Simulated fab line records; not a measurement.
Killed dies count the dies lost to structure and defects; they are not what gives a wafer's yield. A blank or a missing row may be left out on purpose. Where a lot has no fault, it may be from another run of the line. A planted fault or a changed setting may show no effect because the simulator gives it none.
A lot that was struck, set against a sound lot -- flow nand harc -- 15 steps out of a route of 1302
Sound: wafers L896.1, L896.4, L896.6. Struck: wafer L912.1. (L912.2, L912.3 of the same lot were not struck and are left out.) The cause comes at the end.
Per side, at each step with rows, come the tool, then ch with its chambers, and then its first start. Under that, the readings that differ: sound wafers -- struck wafers -- difference of the means -- sigmas: that difference in standard deviations of wafers without a fault.
alike: a reading whose means differ by less than 2 such deviations, as well as words and numbers matching on both sides. not compared: withheld readings; readings where some wafer has no value; bounds like >300 that might hide an equal value; numbers whose values overlap and for which the record gives no deviation.
A row with sigmas, a row that says differs or no value, or rows on one side alone: a step with any of these is where the two part. When numbers do not overlap yet have no deviation, they are printed without sigmas and do not part them. A reading missing from all wafers of one side parts the sides only when that side holds two or more wafers.

first, 3 steps without rows for these wafers: NHARC_THIN_TSV_EXPOSE_09 (exposes mask TSV); NHARC_THIN_TSV_PEB_10 (peb time 85 s); NHARC_THIN_TSV_DEVELOP_11 (time 70 s).
NHARC_THIN_TSV_CD_MEAS_12: the cd target is 1000 nm.
  sound on cd sem-01 ch 0, day 23 14:01; struck on cd sem-02 ch 0, day 30 09:51
  alike: cd nm
then, 2 steps without rows for these wafers: NHARC_THIN_TSV_HARDBAKE_13 (time 80 s); NHARC_THIN_TSV_DESCUM_14 (chemistry O2, time 3 s).
NHARC_THIN_TSV_ETCH_44: etches the open film in CF4/O2, target depth 1594.2 nm, time 797.1 s.
  sound on rie diel-08 ch 0,2,3, day 23 14:22; struck on rie diel-12 ch 2, day 30 10:06
  alike: drypump motor current A, oes product au, rf vpp V, showerhead plenum p Torr, throttle valve pct
  not compared: rf hours counter h
NHARC_THIN_TSV_ETCH_15: target depth 3000 nm, bosch target overetch cycles 2, bosch etch step 2.8 s.
  sound on rie si-02 ch 0,1,3, day 23 14:50; struck on rie si-05 ch 2, day 30 10:40
  alike: drypump motor current A
  not compared: rf hours counter h
NHARC_THIN_TSV_CD_MEAS_16:
  struck on cd sem-01, day 30 10:49; sound on cd sem-01, day 23 14:58
  alike: cd nm
NHARC_THIN_TSV_STRIP_45: strips in O2.
  sound on plasma asher-01 ch 0,1, day 23 15:05; struck on plasma asher-02 ch 0, day 30 10:53
reading,sound,struck,difference,sigmas
rf refl power W (W),13 18 18,25,+9,+2
  alike: drypump motor current A, heater power w
  not compared: rf hours counter h
then, 1 step without rows for these wafers: NHARC_THIN_TSV_STRIP_46 (strips in post etch residue remover, time 1200 s).
NHARC_THIN_TSV_DEP_47: deposits SiO2, target thk 200 nm.
  sound on pecvd-03 ch 1,2, day 23 15:56; struck on pecvd-01 ch 0, day 30 11:41
  alike: throttle valve pct
  not compared: since wet clean h
NHARC_THIN_TSV_ETCHBACK_48: etches the open film in C4F8/Ar, target depth 1028.5 nm, time 405.17 s.
  sound on rie diel-09 ch 0,1,2, day 23 16:14; struck on rie diel-12 ch 0, day 30 12:05
reading,sound,struck,difference,sigmas
run length s (s),427.0 425.5 427.2,316.9,-109.7,-99 or more
  alike: oes product au, rf vpp V
  not compared: rf hours counter h
NHARC_THIN_TSV_STRIP_62: strips in N2/H2, time 20 s.
  sound on plasma asher-01 ch 0,1, day 23 16:37; struck on plasma asher-01 ch 1, day 30 12:27
  alike: drypump motor current A, heater power w, rf refl power W
  not compared: rf hours counter h
NHARC_END_SORT_01:
  here the record holds rows for the struck wafers (prober-02 ch 0, day 31 04:08) but none for the sound ones

WHERE THEY PART
Last at NHARC_END_SORT_01 as far as this record goes, first at NHARC_THIN_TSV_STRIP_45.

WHY: whatever the simulator had introduced
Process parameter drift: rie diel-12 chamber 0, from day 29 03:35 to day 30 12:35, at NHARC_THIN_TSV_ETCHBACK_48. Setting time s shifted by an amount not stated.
